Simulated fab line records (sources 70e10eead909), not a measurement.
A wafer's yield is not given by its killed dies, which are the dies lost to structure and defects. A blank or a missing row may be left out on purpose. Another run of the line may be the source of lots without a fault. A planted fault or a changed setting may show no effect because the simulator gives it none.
Matching of chambers	flow nand-harc	4 sister chambers for NHARC_HYBRID_BOND_ACTIVATE_00 on rie-diel-06
The step chemistry N2, time 60 s. 8 wafers are shown with their chamber, then 12 later ones without.

== WAFERS, EACH WITH ITS CHAMBER ==
wafer	chamber	oes-product-au (a.u.)	n2-flow-sccm (sccm)
L086.4	3	1.008	200.8
L085.3	0	1.007	200.5
L089.1	2	0.996	199.4
L089.4	3	1.008	200.4
L089.5	0	1.010	199.4
L092.2	2	0.997	197.8
L092.3	1	1.004	200.9
L092.6	1	1.001	201.3

== WAFERS WHOSE CHAMBER IS MISSING ==
wafer	oes-product-au (a.u.)	n2-flow-sccm (sccm)
L093.2	0.993	199.8
L093.3	1.012	198.8
L093.4	0.999	200.3
L095.2	1.006	200.2
L095.5	1.002	199.1
L095.6	0.999	199.7
L094.4	0.985	200.8
L094.5	0.990	199.4
L094.6	0.996	200.0
L096.3	0.995	198.8
L096.4	0.994	199.5
L096.5	1.000	199.6

== THE CHAMBER EACH PASSED THROUGH ==
wafer	from the rows above	in truth
L093.2	2	2
L093.3	can't be placed: 0 or 3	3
L093.4	can't be placed: 1 or 2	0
L095.2	can't be placed: 3 or 0 or 1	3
L095.5	can't be placed: 1 or 2 or 0 or 3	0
L095.6	can't be placed: 2 or 1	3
L094.4	2	2
L094.5	2	2
L094.6	2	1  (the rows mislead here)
L096.3	2	2
L096.4	2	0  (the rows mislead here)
L096.5	can't be placed: 1 or 2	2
Placed correctly: 4 of 12. Unplaceable from these rows: 6, with the true chamber sitting among the candidates in 4. Wrongly placed: 2.
How it was worked out, from the rows above alone: a wafer's distance from a chamber is the root of the sum, over the readings, of the square of ((its reading less the chamber's mean) divided by the reading's scatter). The wafer belongs to the nearest chamber; if the next one is less than 2 further off, it can't be placed. The mean given for a chamber averages the wafers shown for that chamber. How the scatter is found: for the shown wafers, subtract from each reading the mean of its chamber, square and add these, divide the total by (wafers less chambers), then take the root.
